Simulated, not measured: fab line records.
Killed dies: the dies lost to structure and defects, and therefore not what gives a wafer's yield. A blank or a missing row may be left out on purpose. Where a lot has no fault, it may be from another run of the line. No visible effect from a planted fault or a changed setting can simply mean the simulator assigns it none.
fab line records    flow n5Finfet
record: lots: 7  wafers: 18  lastDay: 18
route steps=1938 shown BEOL_M10@1514 PASSIVATION@1936
lots untouched by any fault: they come from a run of this same line in which no faults occurred
startH: the number of hours between the record's first day and the start of the first shown wafer of the lot    waitH: hours since the lot's step before    " repeats the value in the row above    L1.1+2: several wafers, shown together as one row    - value missing, or start not given    * or withheld: withheld    < > ~ a bound
route shown NAME@n: NAME is a module with steps in the file, n the number in the route of the first one    usual: mean and standard deviation over wafers with no fault    same: alike in all rows    chamber/n: place in a boat    sites: the reading at each site    _std_site: how widely they spread, as a standard deviation    _edge_site: inner sites' mean taken away from outer sites' mean    radiusMm: for every site, how far away it sits from the centre of the wafer    mask NAME#n: copy n    behind: tool/chamber where the wafer was last shaped    hold: reason for holding the lot/hours on hold/outcome of the hold    device: the transistor (n, p or np) that didn't switch    end of line: the tests these same wafers got at the end of their route    step lacking rows: just its recipe    killed: dies that structure and defects cost at the first sort, which is not the same as the wafer's yield    map: dies across one wafer; x = killed, . = not, _ = none there
set.NAME: setting as actually run; set.NAME@STEP: the setting as run at that earlier step    model.NAME: the simulator's own value behind a step, which no gauge read
lots at some steps of the route; a table a step, a row a wafer
services: the hour from which a tool's chamber was out of use, counted from the record's first day as startH (under 0 if before that day), plus the number of hours and why
== steps ==
step: N5_BEOL_M10_STRIP_77
recipe: chemistry: N2/H2  timeS: 10  powerW: 450  tempC: 40  pressureMtorr: 20  rfFrequencyHz: 6e+07  biasPowerW: 7  n2FlowSccm: 200  h2FlowSccm: 200
usual: drypumpMotorCurrentA: 5.5/0.55  oesProductAu: 0.78/0.056  rfVppV: 59.3/0.86  showerheadPlenumPTorr: 2.58/0.086  tempC: 40.01/0.11  throttleValvePct: 23.79/0.13
lot.wafer  tool        chamber  startH  waitH  drypumpMotorCurrentA  oesProductAu  rfHoursCounterH  rfVppV  showerheadPlenumPTorr  tempC  throttleValvePct
L318.3     rieDiel-05  2        -       -      5.6                   0.82          90               59.9    2.69                   39.79  23.80
L318.4     "           1        "       "      5.7                   0.81          -                59.0    2.46                   40.13  24.06
L318.5     "           3        "       "      4.7                   0.79          -                60.7    2.66                   40.05  23.77
L317.3     rieDiel-01  1        -       -      5.3                   0.82          83               58.9    2.57                   40.01  23.60
L317.5     "           0        "       "      6.4                   0.77          -                59.6    2.57                   40.00  23.69
L317.6     "           3        "       "      5.4                   0.69          -                60.0    2.61                   40.11  23.66
L320.2     rieDiel-01  3        -       -      5.3                   0.68          231              59.7    2.61                   40.09  23.67
L320.4     "           0        "       "      6.4                   0.78          138              58.7    2.56                   39.89  23.71
L320.5     "           2        "       "      5.0                   0.69          -                61.1    2.59                   40.06  23.64
L327.4     rieDiel-03  1        -       -      5.2                   0.75          176              58.4    2.54                   40.02  23.92
L327.6     "           1        "       "      5.2                   0.75          -                60.2    2.54                   40.06  23.93
L328.4     rieDiel-01  0        -       -      6.4                   0.76          -                60.1    2.55                   40.24  23.73
L328.6     "           2        "       "      5.0                   0.67          -                58.6    2.58                   40.04  23.66
L331.1     rieDiel-05  3        -       -      4.6                   0.76          137              58.8    2.65                   40.11  23.80
L331.3     "           2        "       "      5.6                   0.80          125              60.2    2.67                   39.89  23.87
L331.6     "           2        "       "      5.6                   0.79          -                59.5    2.67                   40.00  23.85
L330.1     rieDiel-03  3        -       -      6.4                   0.88          55               58.9    2.70                   40.08  23.75
L330.6     "           0        "       "      5.7                   0.69          -                60.3    2.63                   39.98  23.96
step: N5_BEOL_M10_OCD_MEAS_38
usual: trenchDepthNm: 149/3.5
lot.wafer  tool    chamber  startH  waitH  trenchDepthNm
L318.3     ocd-02  -        288.80  -      154
L318.4     "       -        "       "      152
L318.5     "       -        "       "      145
L317.3     ocd-01  -        289.03  -      151
L317.5     "       -        "       "      146
L317.6     "       -        "       "      148
L320.2     ocd-02  -        313.36  -      148
L320.4     "       -        "       "      146
L320.5     "       -        "       "      148
L327.4     ocd-02  -        365.59  -      145
L327.6     "       -        "       "      146
L328.4     ocd-02  -        375.32  -      150
L328.6     "       -        "       "      148
L331.1     ocd-01  -        382.58  -      145
L331.3     "       -        "       "      155
L331.6     "       -        "       "      156
L330.1     ocd-02  -        382.76  -      153
L330.6     "       -        "       "      150
step: N5_BEOL_M10_HM_STRIP_39
recipe: chemistry: peroxideTinStrip  material: TiN  targetDepthA: 250  tempC: 50  timeS: 158
step: N5_BEOL_M10_SRD_40
recipe: timeS: 30  tempC: 23  rinseLiquid: diw  dry: ipaMarangoni
step: N5_BEOL_M10_PRECLEAN_42
recipe: chemistry: residueRemover  timeS: 60  tempC: 40
step: N5_BEOL_M10_SRD_43
recipe: timeS: 30  tempC: 23  rinseLiquid: diw  dry: ipaMarangoni
step: N5_BEOL_M10_CD_MEAS_35
recipe: targetCdNm: 70  polarity: opening
usual: cdNm: 70.3/0.58
lot.wafer  tool      chamber  startH  waitH  cdNm
L318.3     cdSem-01  -        288.96  0.0    69.8
L318.4     "         -        "       "      69.3
L318.5     "         -        "       "      69.7
L317.3     cdSem-03  -        289.20  0.0    70.4
L317.5     "         -        "       "      70.9
L317.6     "         -        "       "      69.3
L320.2     cdSem-02  -        313.51  0.0    70.2
L320.4     "         -        "       "      70.2
L320.5     "         -        "       "      69.5
L327.4     cdSem-02  -        365.74  0.0    70.6
L327.6     "         -        "       "      70.0
L328.4     cdSem-01  -        375.47  0.0    71.1
L328.6     "         -        "       "      70.1
L331.1     cdSem-02  -        382.74  0.0    70.9
L331.3     "         -        "       "      70.9
L331.6     "         -        "       "      71.1
L330.1     cdSem-02  -        382.91  0.0    71.0
L330.6     "         -        "       "      70.9
step: N5_BEOL_M10_CURE_72
recipe: tempC: 370  timeS: 120  ambient: DMADMS/He  material: SiCOH_lowk
usual: lampPowerPct: 52.31/0.053  wafer_temp_C_max: 371.7/0.5
lot.wafer  tool       chamber  startH  waitH  lampPowerPct  wafer_temp_C_max
L318.3     uvCure-03  1        289.10  0.1    52.36         372.3
L318.4     "          1        "       "      52.35         371.8
L318.5     "          1        "       "      52.31         372.4
L317.3     uvCure-01  0        289.33  0.1    52.19         371.3
L317.5     "          0        "       "      52.37         372.1
L317.6     "          0        "       "      52.28         371.2
L320.2     uvCure-01  0        313.60  0.1    52.40         371.3
L320.4     "          0        "       "      52.32         371.5
L320.5     "          0        "       "      52.24         371.3
L327.4     uvCure-03  1        366.18  0.4    52.36         372.5
L327.6     "          1        "       "      52.36         372.7
L328.4     uvCure-02  2        375.66  0.2    52.31         371.9
L328.6     "          2        "       "      52.35         371.4
L331.1     uvCure-02  2        382.78  0.0    52.38         371.9
L331.3     "          2        "       "      52.41         372.5
L331.6     "          2        "       "      52.29         372.5
L330.1     uvCure-03  2        382.95  0.0    52.29         371.6
L330.6     "          2        "       "      52.26         371.3
step: N5_BEOL_M10_DEGAS_44
recipe: ambient: vacuum  tempC: 250  timeS: 60
usual: heaterPowerW: 315/25
lot.wafer  tool           chamber  startH  waitH  heaterPowerW
L318.3     pvdSputter-02  -        289.36  0.2    376
L318.4     "              -        "       "      293
L318.5     "              -        "       "      369
L317.3     pvdSputter-02  -        289.80  0.4    378
L317.5     "              -        "       "      295
L317.6     "              -        "       "      290
L320.2     pvdSputter-03  -        314.02  0.4    277
L320.4     "              -        "       "      298
L320.5     "              -        "       "      319
L327.4     pvdSputter-01  -        366.36  0.1    317
L327.6     "              -        "       "      321
L328.4     pvdSputter-01  -        376.02  0.3    315
L328.6     "              -        "       "      317
L331.1     pvdSputter-02  -        383.13  0.3    287
L331.3     "              -        "       "      375
L331.6     "              -        "       "      289
L330.1     pvdSputter-03  -        383.48  0.5    286
L330.6     "              -        "       "      280
step: N5_BEOL_M10_PRE_CLEAN_45
recipe: gas: H2/He  timeS: 30  tempC: 250
step: N5_BEOL_M10_ALD_74
recipe: material: TaN  targetThkA: 20  tempC: 275  aldPrecursorFamily: PDMAT  aldCoReactant: NH3  pressureTorr: 3  carrierFlowSccm: 1500  pulseTimeS: 2  purgeTimeS: 3  coReactantPurgeTimeS: 2  coReactantPulseTimeS: 3  aldCycles: 40  precursorVesselTempC: 75  precursorVesselPressureTorr: 26.25  precursorVesselCarrierSccm: 1000
usual: heaterPowerOuterW: 228/24  heaterPowerW: 416/49
lot.wafer  tool         chamber  startH  waitH  heaterPowerOuterW  heaterPowerW
L318.3     aldMetal-01  1        289.51  0.1    245                431
L318.4     "            3        "       "      252                448
L318.5     "            0        "       "      206                346
L317.3     aldMetal-01  1        289.92  0.1    250                432
L317.5     "            3        "       "      258                448
L317.6     "            2        "       "      216                429
L320.2     aldMetal-02  0        314.12  0.0    241                441
L320.4     "            3        "       "      228                400
L320.5     "            0        "       "      243                439
L327.4     aldMetal-01  2        366.46  0.0    214                412
L327.6     "            3        "       "      261                460
L328.4     aldMetal-02  3        376.13  0.1    211                381
L328.6     "            0        "       "      241                444
L331.1     aldMetal-01  1        383.24  0.1    239                415
L331.3     "            0        "       "      203                344
L331.6     "            0        "       "      205                346
L330.1     aldMetal-02  2        383.61  0.1    220                413
L330.6     "            3        "       "      208                382
step: N5_BEOL_M10_SURFACE_TREAT_76
recipe: gas: Ar  timeS: *  ionEnergyEv: *  ionCurrentMaCm2: 0.5  pressureMtorr: *  arFlowSccm: 30
step: N5_BEOL_M10_CVD_75
recipe: material: Co  targetThkA: 20  tempC: withheld  precursor: CCTBA/H2  pressureTorr: 30  timeS: 138.9
usual: runLengthS: 161.9/0.63
lot.wafer  tool      chamber  startH  waitH  runLengthS
L318.3     cvdCo-01  0        289.86  0.0    161.9
L318.4     "         1        "       "      160.9
L318.5     "         0        "       "      162.2
L317.3     cvdCo-02  0        290.38  0.0    162.0
L317.5     "         2        "       "      161.3
L317.6     "         0        "       "      162.0
L320.2     cvdCo-01  2        314.86  0.3    162.1
L320.4     "         1        "       "      161.3
L320.5     "         0        "       "      162.8
L327.4     cvdCo-02  2        367.16  0.2    161.9
L327.6     "         1        "       "      252.5
L328.4     cvdCo-02  1        376.56  0.1    162.9
L328.6     "         0        "       "      252.0
L331.1     cvdCo-01  1        383.60  0.0    160.9
L331.3     "         0        "       "      162.3
L331.6     "         2        "       "      162.2
L330.1     cvdCo-02  0        385.33  0.3    162.7
L330.6     "         2        "       "      251.3
step: N5_BEOL_M10_SPUTTER_48
recipe: material: Cu  targetThkA: 120  tempC: -20  biasV: 60  powerW: 26000  chamberPressurePa: 0.13  timeS: 2
usual: chuckSensorTempC: -15.8/0.45  throttleValvePct: 29.7/0.98
lot.wafer  tool           chamber  startH  waitH  chuckSensorTempC  throttleValvePct
L318.3     pvdSputter-02  -        290.06  0.2    -15.7             28.0
L318.4     "              -        "       "      -15.8             28.7
L318.5     "              -        "       "      -15.5             29.9
L317.3     pvdSputter-01  -        290.60  0.2    -15.5             29.5
L317.5     "              -        "       "      -15.6             30.6
L317.6     "              -        "       "      -16.9             31.7
L320.2     pvdSputter-02  -        315.05  0.1    -15.5             30.0
L320.4     "              -        "       "      -15.8             28.8
L320.5     "              -        "       "      -15.4             28.9
L327.4     pvdSputter-01  -        367.28  0.1    -15.3             29.3
L327.6     "              -        "       "      -15.4             29.1
L328.4     pvdSputter-02  -        376.65  0.0    -15.7             27.9
L328.6     "              -        "       "      -15.6             30.2
L331.1     pvdSputter-01  -        384.96  1.3    -16.7             31.8
L331.3     "              -        "       "      -15.4             30.9
L331.6     "              -        "       "      -15.5             29.2
L330.1     pvdSputter-01  -        385.48  0.1    -16.8             32.0
L330.6     "              -        "       "      -15.5             29.1
step: N5_PASSIVATION_PROBE_49
usual: defectLimitedYield: 91.7/1.5  killed_at_M0_to_M3: 32/10  killed_at_M4_up: 14/5.3  killedAtContacts: 13/5.7  killedAtFrontEnd: 37/10  killedAtOther: 3.3/2.5  killedDies: 98/18  killedOpen: 65/13  killedShort: 31/7.5  sort_bin_4_leakage: 0.00/0.0099  sort_bin_5_function: 4.9/0.91  sort_bin_6_memory: 3.1/0.71  sort_bin_8_speed: 0.00/0.017  sortNPass: 1082/18
same: grossDies: 1180  killedAtBackSide: 0
lot.wafer  tool       chamber  startH  waitH  defectLimitedYield[%]  killed_at_M0_to_M3  killed_at_M4_up  killedAtContacts  killedAtFrontEnd  killedAtOther  killedDies  killedOpen  killedShort  sort_bin_4_leakage[%]  sort_bin_5_function[%]  sort_bin_6_memory[%]  sort_bin_8_speed[%]  sortNPass
L317.3     prober-01  -        342.19  0.1    92.4                   34                  11               9                 34                2              90          57          33           0                      4.8                     2.6                   0                    1090
L317.5     prober-01  -        342.29  0.2    90.3                   62                  14               13                24                2              115         70          45           0                      4.9                     4.6                   0                    1065
L317.6     prober-01  -        342.34  0.3    92.3                   27                  18               10                35                1              91          54          36           0                      4.6                     2.9                   0                    1089
L327.4     prober-01  -        416.33  0.2    91.4                   36                  14               14                33                4              101         69          30           0.08                   5.0                     3.1                   0                    1078
L327.6     prober-01  -        416.43  0.3    90.8                   26                  16               7                 46                13             108         68          35           0                      5.7                     3.1                   0                    1072
L328.4     prober-02  -        428.92  0.3    93.0                   37                  8                4                 31                3              83          53          27           0                      3.9                     2.9                   0                    1097
L328.6     prober-02  -        429.02  0.4    92.8                   30                  11               7                 35                2              85          62          23           0                      4.2                     3.0                   0                    1095
L331.1     prober-01  -        432.63  0.0    94.1                   22                  7                9                 32                0              70          38          32           0                      3.6                     1.9                   0                    1110
L331.3     prober-01  -        432.73  0.1    92.7                   22                  13               23                27                1              86          61          25           0                      4.2                     2.9                   0                    1094
L331.6     prober-01  -        432.88  0.3    91.9                   19                  27               18                28                3              95          69          23           0                      4.7                     3.2                   0                    1085
killed by level:class
L317.3 FIN_SAQP:geometricParticle:open=14 MOL_CONTACT_COAG:geometricParticle:open=9 BEOL_M0_SAQP:geometricParticle:short=7 BEOL_M0_SAQP:geometricParticle:open=6 BEOL_M3:geometricParticle:short=5 FIN_SAQP:geometricParticle:short=4 BEOL_M1:geometricParticle:open=4 BEOL_M2:geometricParticle:open=4
L317.5 BEOL_M0_SAQP:geometricParticle:short=17 BEOL_M0_SAQP:geometricParticle:open=17 MOL_CONTACT_COAG:geometricParticle:open=10 BEOL_M3:geometricParticle:short=9 STI_FIN_REVEAL:geometricParticle:open=7 BEOL_M2:geometricParticle:open=5 BEOL_M3:geometricParticle:open=5 BEOL_M4:geometricParticle:open=5
L317.6 FIN_SAQP:geometricParticle:short=11 FIN_SAQP:geometricParticle:open=9 MOL_CONTACT_COAG:geometricParticle:open=5 MOL_CONTACT_COAG:geometricParticle:short=5 BEOL_M0_SAQP:geometricParticle:open=5 BEOL_M1:geometricParticle:open=5 BEOL_M2:geometricParticle:open=5 BEOL_M3:geometricParticle:short=4
L327.4 STI_FIN_REVEAL:geometricParticle:open=12 BEOL_M1:geometricParticle:open=11 MOL_CONTACT_COAG:geometricParticle:open=8 BEOL_M3:geometricParticle:open=7 DUMMY_GATE:geometricParticle:open=6 MOL_CONTACT_COAG:geometricParticle:short=6 GATE_CUT:geometricParticle:short=4 BEOL_M3:geometricParticle:short=4
L327.6 STI_FIN_REVEAL:geometricParticle:open=11 GATE_CUT:geometricParticle:short=8 MOL_CONTACT_COAG:geometricParticle:open=7 BEOL_M1:geometricParticle:open=6 BEOL_M0_SAQP:geometricParticle:short=6 BEOL_M5:geometricParticle:open=6 BEOL_M0_SAQP:geometricParticle:open=5 BEOL_M3:geometricParticle:open=5
L328.4 BEOL_M0_SAQP:geometricParticle:open=9 BEOL_M1:geometricParticle:open=7 DUMMY_GATE:geometricParticle:open=6 GATE_CUT:geometricParticle:short=6 BEOL_M0_SAQP:geometricParticle:short=6 BEOL_M2:geometricParticle:open=5 MOL_CONTACT_COAG:geometricParticle:open=4 BEOL_M3:geometricParticle:open=4
L328.6 BEOL_M2:geometricParticle:open=10 DUMMY_GATE:geometricParticle:open=9 FIN_SAQP:geometricParticle:open=6 BEOL_M0_SAQP:geometricParticle:short=6 GATE_CUT:geometricParticle:short=5 BEOL_M0:geometricParticle:open=5 BEOL_M4:geometricParticle:open=5 GATE_CUT:geometricParticle:open=4
L331.1 MOL_CONTACT_COAG:geometricParticle:open=7 STARTING-WAFER:geometricParticle:short=7 DUMMY_GATE:geometricParticle:open=6 BEOL_M4:geometricParticle:open=5 ILD0:geometricParticle:short=5 BEOL_M0_SAQP:geometricParticle:short=5 BEOL_M1:geometricParticle:short=5 FIN_SAQP:geometricParticle:open=4
L331.3 MOL_CONTACT_COAG:geometricParticle:open=18 BEOL_M3:geometricParticle:open=8 BEOL_M0_SAQP:geometricParticle:open=6 DUMMY_GATE:geometricParticle:open=5 MOL_CONTACT_COAG:geometricParticle:short=5 BEOL_M4:geometricParticle:open=5 ILD0:geometricParticle:open=4 FIN_SAQP:geometricParticle:short=3
L331.6 MOL_CONTACT_COAG:geometricParticle:open=15 BEOL_M4:geometricParticle:open=15 BEOL_M3:geometricParticle:open=8 STI_FIN_REVEAL:geometricParticle:open=5 DUMMY_GATE:geometricParticle:open=4 BEOL_M4:geometricParticle:short=4 BEOL_M0_SAQP:geometricParticle:open=4 MOL_CONTACT_COAG:geometricParticle:short=3
== services ==
tool           chamber  startH  hours  kind
rieDiel-05     1        270.84  14.1   repair
aldMetal-01    -        292.02  8.7    pm
aldMetal-02    1        309.81  -      calibration
uvCure-03      -        310.08  2.0    repair
uvCure-03      -        316.30  7.5    pm
uvCure-02      -        317.76  1.0    pm
rieDiel-01     -        322.39  0.2    repair
uvCure-02      -        332.44  2.8    pm
cvdCo-02       1        333.33  -      clean
cvdCo-02       1        333.33  22.0   scheduledDown
cvdCo-02       1        333.33  22.0   ventCycle
rieDiel-03     1        336.08  13.1   repair
aldMetal-02    -        337.28  14.0   pm
aldMetal-02    0        337.28  14.0   ventCycle
aldMetal-02    1        337.28  14.0   ventCycle
aldMetal-02    2        337.28  14.0   ventCycle
uvCure-03      -        344.29  6.5    repair
pvdSputter-03  -        350.34  3.1    repair
aldMetal-02    -        368.48  6.0    pm
rieDiel-01     3        372.47  -      clean
rieDiel-01     3        372.47  -      consumableReplace:focusRing
rieDiel-01     3        372.47  19.3   scheduledDown
rieDiel-01     3        372.47  19.3   ventCycle
uvCure-02      -        385.42  1.1    repair
== key ==
firstSign: step: N5_BEOL_M10_CVD_75  reading: runLengthS  direction: up  sigmas: 99+  usual: *  struck: *
effect none on later readings
metAt N5_BEOL_M10_CVD_75
struckWafers L327.6,L328.6,L330.6
onsetBetween 290.38 367.16
fault: kind: processParameterDrift  tool: cvdCo-02  chamber: -  onsetH: 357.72  steps: N5_BEOL_M10_CVD_75  channel: timeS  offset: *  shape: step  endH: 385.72  scope: struckWafersOnly  actsIn: *  stated: *
